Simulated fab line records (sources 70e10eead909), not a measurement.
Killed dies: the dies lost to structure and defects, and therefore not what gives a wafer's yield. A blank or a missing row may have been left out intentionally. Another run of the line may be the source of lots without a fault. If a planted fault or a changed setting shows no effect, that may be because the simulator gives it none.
Which tool is to blame? || flow nand_harc || Sampling: 14 lots, 42 wafers, 5 of 1159 route steps

WHAT THE GAUGES SHOWED, per wafer
NHARC_P_ZERO_WELL_INSPECT_43. Usual: raw_defect_count reads 14 (standard deviation 7.1).
{"lot": "L682", "measured": "day 1 19:28", "on": "defect_inspect-01", "raw_defect_count": "12 13 16", "flag": ""}
{"lot": "L683", "measured": "day 2 01:29", "on": "defect_inspect-01", "raw_defect_count": "11 12 8", "flag": ""}
{"lot": "L684", "measured": "day 2 07:28", "on": "defect_inspect-01", "raw_defect_count": "23 14 13", "flag": ""}
{"lot": "L688", "measured": "day 3 07:25", "on": "defect_inspect-01", "raw_defect_count": "10 16 15", "flag": ""}
{"lot": "L689", "measured": "day 3 13:26", "on": "defect_inspect-01", "raw_defect_count": "9 9 19", "flag": ""}
{"lot": "L690", "measured": "day 3 19:29", "on": "defect_inspect-02", "raw_defect_count": "14 13 22", "flag": ""}
{"lot": "L691", "measured": "day 4 01:43", "on": "defect_inspect-01", "raw_defect_count": "29 13 16", "flag": ""}
{"lot": "L699", "measured": "day 6 01:46", "on": "defect_inspect-02", "raw_defect_count": "9 15 17", "flag": ""}
{"lot": "L700", "measured": "day 6 07:33", "on": "defect_inspect-01", "raw_defect_count": "6 4 10", "flag": ""}
{"lot": "L701", "measured": "day 6 13:42", "on": "defect_inspect-01", "raw_defect_count": "6 9 5", "flag": ""}
{"lot": "L702", "measured": "day 6 19:38", "on": "defect_inspect-02", "raw_defect_count": "10 20 6", "flag": ""}
{"lot": "L703", "measured": "day 7 01:37", "on": "defect_inspect-01", "raw_defect_count": "18 10 14", "flag": ""}
{"lot": "L704", "measured": "day 7 07:36", "on": "defect_inspect-02", "raw_defect_count": "6 19 9", "flag": ""}
{"lot": "L705", "measured": "day 7 13:28", "on": "defect_inspect-02", "raw_defect_count": "20 12 15", "flag": ""}

NHARC_P_STI_INSPECT_11. Usual: raw_defect_count reads 5.6 (standard deviation 2.7).
{"lot": "L682", "measured": "day 2 10:55", "on": "defect_inspect-01", "raw_defect_count": "3 5 4", "flag": ""}
{"lot": "L683", "measured": "day 2 22:15", "on": "defect_inspect-02", "raw_defect_count": "4 5 2", "flag": ""}
{"lot": "L684", "measured": "day 2 22:05", "on": "defect_inspect-02", "raw_defect_count": "8 6 5", "flag": ""}
{"lot": "L688", "measured": "day 3 19:40", "on": "defect_inspect-01", "raw_defect_count": "6 7 3", "flag": ""}
{"lot": "L689", "measured": "day 4 04:44", "on": "defect_inspect-02", "raw_defect_count": "6 2 6", "flag": ""}
{"lot": "L690", "measured": "day 4 10:50", "on": "defect_inspect-02", "raw_defect_count": "4 6 2", "flag": ""}
{"lot": "L691", "measured": "day 4 17:16", "on": "defect_inspect-01", "raw_defect_count": "7 6 7", "flag": ""}
{"lot": "L699", "measured": "day 6 19:59", "on": "defect_inspect-01", "raw_defect_count": "5 3 8", "flag": ""}
{"lot": "L700", "measured": "day 6 19:50", "on": "defect_inspect-02", "raw_defect_count": "7 1 6", "flag": ""}
{"lot": "L701", "measured": "day 7 05:12", "on": "defect_inspect-02", "raw_defect_count": "4 1 3", "flag": ""}
{"lot": "L702", "measured": "day 7 11:05", "on": "defect_inspect-01", "raw_defect_count": "3 3 5", "flag": ""}
{"lot": "L703", "measured": "day 7 17:14", "on": "defect_inspect-02", "raw_defect_count": "8 2 7", "flag": ""}
{"lot": "L704", "measured": "day 7 23:36", "on": "defect_inspect-01", "raw_defect_count": "4 1 3", "flag": ""}
{"lot": "L705", "measured": "day 8 06:28", "on": "defect_inspect-02", "raw_defect_count": "2 4 3", "flag": ""}

NHARC_END_SORT_01. Usual: killed_at_array 21, standard deviation 8.9; killed_at_other 0.8, standard deviation 1.3; killed_at_periphery 3.6, standard deviation 2.4; killed_dies 26, standard deviation 8.9; killed_open 3.1, standard deviation 1.8; killed_short 1.9, standard deviation 1.3.
{"lot": "L689", "measured": "day 21 05:47", "on": "prober-01", "killed_at_array": "10 16 13", "killed_at_other": "5 2 1", "killed_at_periphery": "662 659 663", "killed_dies": "677 677 677", "killed_open": "4 4 2", "killed_short": "1 2 0", "flag": "OFF"}
{"lot": "L690", "measured": "day 21 05:49", "on": "prober-02", "killed_at_array": "47 37 35", "killed_at_other": "1 0 1", "killed_at_periphery": "629 640 641", "killed_dies": "677 677 677", "killed_open": "11 3 4", "killed_short": "5 3 0", "flag": "OFF"}
{"lot": "L691", "measured": "day 21 13:46", "on": "prober-01", "killed_at_array": "31 28 32", "killed_at_other": "5 0 3", "killed_at_periphery": "641 649 642", "killed_dies": "677 677 677", "killed_open": "2 2 4", "killed_short": "2 0 3", "flag": "OFF"}

WHAT TOOL EACH LOT RAN ON (gives the tool, then ch and the chambers of the sampled wafers, and finally the start)
{"lot": "L682", "NHARC_P_ZERO_WELL_ETCH_63": "rie_si-05 ch 0,1,2, day 1 13:40", "NHARC_P_STI_CMP_21": "cmp-02 ch 1,2, day 3 07:01"}
{"lot": "L683", "NHARC_P_ZERO_WELL_ETCH_63": "rie_si-05 ch 0,1,3, day 1 19:41", "NHARC_P_STI_CMP_21": "cmp-04 ch 0,1, day 3 17:44"}
{"lot": "L684", "NHARC_P_ZERO_WELL_ETCH_63": "rie_si-05 ch 1,2,3, day 2 01:32", "NHARC_P_STI_CMP_21": "cmp-03 ch 0,2,3, day 3 17:47"}
{"lot": "L688", "NHARC_P_ZERO_WELL_ETCH_63": "rie_si-06 ch 0,3, day 3 01:32", "NHARC_P_STI_CMP_21": "cmp-04 ch 0,1, day 4 15:34"}
{"lot": "L689", "NHARC_P_ZERO_WELL_ETCH_63": "rie_si-06 ch 0,1,2, day 3 07:34", "NHARC_P_STI_CMP_21": "cmp-04 ch 0,3, day 5 00:08"}
{"lot": "L690", "NHARC_P_ZERO_WELL_ETCH_63": "rie_si-06 ch 1,2,3, day 3 13:40", "NHARC_P_STI_CMP_21": "cmp-03 ch 0,1,2, day 5 08:47"}
{"lot": "L691", "NHARC_P_ZERO_WELL_ETCH_63": "rie_si-01 ch 0,1,2, day 3 19:40", "NHARC_P_STI_CMP_21": "cmp-03 ch 0,1,2, day 5 13:41"}
{"lot": "L699", "NHARC_P_ZERO_WELL_ETCH_63": "rie_si-01 ch 0,2,3, day 5 19:40", "NHARC_P_STI_CMP_21": "cmp-02 ch 0,1,2, day 7 14:56"}
{"lot": "L700", "NHARC_P_ZERO_WELL_ETCH_63": "rie_si-01 ch 0,2, day 6 01:39", "NHARC_P_STI_CMP_21": "cmp-04 ch 0,1,3, day 7 14:56"}
{"lot": "L701", "NHARC_P_ZERO_WELL_ETCH_63": "rie_si-05 ch 0,3, day 6 07:39", "NHARC_P_STI_CMP_21": "cmp-02 ch 0,2, day 8 01:19"}
{"lot": "L702", "NHARC_P_ZERO_WELL_ETCH_63": "rie_si-05 ch 0,3, day 6 13:41", "NHARC_P_STI_CMP_21": "cmp-04 ch 2,3, day 8 07:51"}
{"lot": "L703", "NHARC_P_ZERO_WELL_ETCH_63": "rie_si-01 ch 0,1,2, day 6 19:40", "NHARC_P_STI_CMP_21": "cmp-04 ch 1,2,3, day 8 16:47"}
{"lot": "L704", "NHARC_P_ZERO_WELL_ETCH_63": "rie_si-01 ch 0,1,2, day 7 01:41", "NHARC_P_STI_CMP_21": "cmp-04 ch 1,2, day 8 21:23"}
{"lot": "L705", "NHARC_P_ZERO_WELL_ETCH_63": "rie_si-01 ch 0,3, day 7 07:40", "NHARC_P_STI_CMP_21": "cmp-02 ch 1,2,3, day 9 06:20"}
- NHARC_P_ZERO_WELL_ETCH_63: etches the open film in HBr/Cl2, target depth 120 nm, time 40.1 s.
- NHARC_P_STI_CMP_21: polishes, t overpolish 20 s, target thk 380.67 nm.

WHAT THE TOOLS THEMSELVES READ (means of the sampled wafers that have a number; where no wafer has one, the mark that the record gives instead)
NHARC_P_ZERO_WELL_ETCH_63. Usual: drypump_motor_current_A 5.7 A, standard deviation 0.4; oes_product_au 1.002 a.u., standard deviation 0.01; throttle_valve_pct 26.407 %, standard deviation 0.0097.
{"lot": "L682", "tool": "rie_si-05", "drypump_motor_current_A (A)": 5.8, "oes_product_au (a.u.)": 1.001, "throttle_valve_pct (%)": 26.402, "flag": ""}
{"lot": "L683", "tool": "rie_si-05", "drypump_motor_current_A (A)": 5.7, "oes_product_au (a.u.)": 1.006, "throttle_valve_pct (%)": 26.394, "flag": ""}
{"lot": "L684", "tool": "rie_si-05", "drypump_motor_current_A (A)": 5.6, "oes_product_au (a.u.)": 1.002, "throttle_valve_pct (%)": 26.401, "flag": ""}
{"lot": "L688", "tool": "rie_si-06", "drypump_motor_current_A (A)": 5.8, "oes_product_au (a.u.)": 1.002, "throttle_valve_pct (%)": 26.410, "flag": ""}
{"lot": "L689", "tool": "rie_si-06", "drypump_motor_current_A (A)": 5.5, "oes_product_au (a.u.)": 1.002, "throttle_valve_pct (%)": 26.404, "flag": ""}
{"lot": "L690", "tool": "rie_si-06", "drypump_motor_current_A (A)": 5.3, "oes_product_au (a.u.)": 1.005, "throttle_valve_pct (%)": 26.410, "flag": ""}
{"lot": "L691", "tool": "rie_si-01", "drypump_motor_current_A (A)": 5.8, "oes_product_au (a.u.)": 1.011, "throttle_valve_pct (%)": 26.414, "flag": ""}
{"lot": "L699", "tool": "rie_si-01", "drypump_motor_current_A (A)": 5.5, "oes_product_au (a.u.)": 1.004, "throttle_valve_pct (%)": 26.408, "flag": ""}
{"lot": "L700", "tool": "rie_si-01", "drypump_motor_current_A (A)": 5.5, "oes_product_au (a.u.)": 0.997, "throttle_valve_pct (%)": 26.405, "flag": ""}
{"lot": "L701", "tool": "rie_si-05", "drypump_motor_current_A (A)": 5.6, "oes_product_au (a.u.)": 1.004, "throttle_valve_pct (%)": 26.406, "flag": ""}
{"lot": "L702", "tool": "rie_si-05", "drypump_motor_current_A (A)": 5.7, "oes_product_au (a.u.)": 1.007, "throttle_valve_pct (%)": 26.397, "flag": ""}
{"lot": "L703", "tool": "rie_si-01", "drypump_motor_current_A (A)": 5.8, "oes_product_au (a.u.)": 0.998, "throttle_valve_pct (%)": 26.406, "flag": ""}
{"lot": "L704", "tool": "rie_si-01", "drypump_motor_current_A (A)": 5.9, "oes_product_au (a.u.)": 0.985, "throttle_valve_pct (%)": 26.413, "flag": ""}
{"lot": "L705", "tool": "rie_si-01", "drypump_motor_current_A (A)": 5.5, "oes_product_au (a.u.)": 0.998, "throttle_valve_pct (%)": 26.406, "flag": ""}

NHARC_P_STI_CMP_21. Usual: edge_zone_pressure_frac 1.001, standard deviation 0.0047; motor_current_A 12.0 A, standard deviation 1.2; overpolish_run_s 20.000 s, standard deviation 0.01; pad_life_wafers 240, standard deviation 130.
{"lot": "L682", "tool": "cmp-02", "edge_zone_pressure_frac": 0.999, "motor_current_A (A)": 12.6, "overpolish_run_s (s)": 20.003, "pad_life_wafers": 146, "flag": ""}
{"lot": "L683", "tool": "cmp-04", "edge_zone_pressure_frac": 1.005, "motor_current_A (A)": 12.0, "overpolish_run_s (s)": 19.990, "pad_life_wafers": 228, "flag": ""}
{"lot": "L684", "tool": "cmp-03", "edge_zone_pressure_frac": 0.999, "motor_current_A (A)": 13.9, "overpolish_run_s (s)": 20.009, "pad_life_wafers": 14, "flag": ""}
{"lot": "L688", "tool": "cmp-04", "edge_zone_pressure_frac": 1.000, "motor_current_A (A)": 11.5, "overpolish_run_s (s)": 19.994, "pad_life_wafers": 324, "flag": ""}
{"lot": "L689", "tool": "cmp-04", "edge_zone_pressure_frac": "-", "motor_current_A (A)": "-", "overpolish_run_s (s)": "-", "pad_life_wafers": "-", "flag": "OFF"}
{"lot": "L690", "tool": "cmp-03", "edge_zone_pressure_frac": "-", "motor_current_A (A)": "-", "overpolish_run_s (s)": "-", "pad_life_wafers": "-", "flag": "OFF"}
{"lot": "L691", "tool": "cmp-03", "edge_zone_pressure_frac": "-", "motor_current_A (A)": "-", "overpolish_run_s (s)": "-", "pad_life_wafers": "-", "flag": "OFF"}
{"lot": "L699", "tool": "cmp-02", "edge_zone_pressure_frac": 1.007, "motor_current_A (A)": 11.1, "overpolish_run_s (s)": 20.001, "pad_life_wafers": 182, "flag": ""}
{"lot": "L700", "tool": "cmp-04", "edge_zone_pressure_frac": 0.996, "motor_current_A (A)": 11.9, "overpolish_run_s (s)": 20.002, "pad_life_wafers": 272, "flag": ""}
{"lot": "L701", "tool": "cmp-02", "edge_zone_pressure_frac": 1.001, "motor_current_A (A)": 11.2, "overpolish_run_s (s)": 20.005, "pad_life_wafers": 224, "flag": ""}
{"lot": "L702", "tool": "cmp-04", "edge_zone_pressure_frac": 1.000, "motor_current_A (A)": 12.1, "overpolish_run_s (s)": 20.001, "pad_life_wafers": 342, "flag": ""}
{"lot": "L703", "tool": "cmp-04", "edge_zone_pressure_frac": 1.003, "motor_current_A (A)": 11.3, "overpolish_run_s (s)": 20.002, "pad_life_wafers": 392, "flag": ""}
{"lot": "L704", "tool": "cmp-04", "edge_zone_pressure_frac": 1.007, "motor_current_A (A)": 11.1, "overpolish_run_s (s)": 19.996, "pad_life_wafers": 421, "flag": ""}
{"lot": "L705", "tool": "cmp-02", "edge_zone_pressure_frac": 1.003, "motor_current_A (A)": 11.7, "overpolish_run_s (s)": 20.003, "pad_life_wafers": 369, "flag": ""}

THE ANSWER, worked out from the rows above alone
Rule: a lot counts as off when the mean over its wafers that have a number is more than 3 standard deviations away from the usual mean. Also off: a lot with no number at a reading for which 4 or more lots have one. Any other lot the step has rows for is counted as sound. The gauges are gone through in route order, then the tools' own readings, and for those a lot's mean is taken as printed above. At the first step where some lot is off, the reading lying furthest off is the one used; lots without a number count as furthest.
Off: L689, L690, L691, at NHARC_END_SORT_01 (killed_at_periphery). Neither off nor sound, because the step has no rows for them: L682, L683, L684, L688, L699, L700, L701, L702, L703, L704, L705.
If a tool, at a process step before that reading, ran all the lots that are off and no sound lot after the first of them, it fits. Not tried: the gauges at NHARC_END_SORT_01; whatever is off there is also off at NHARC_P_STI_CMP_21, on other tools, and gauge error can't account for it. Of those tried, none fits.

WHAT THE SIMULATOR HAD INSERTED
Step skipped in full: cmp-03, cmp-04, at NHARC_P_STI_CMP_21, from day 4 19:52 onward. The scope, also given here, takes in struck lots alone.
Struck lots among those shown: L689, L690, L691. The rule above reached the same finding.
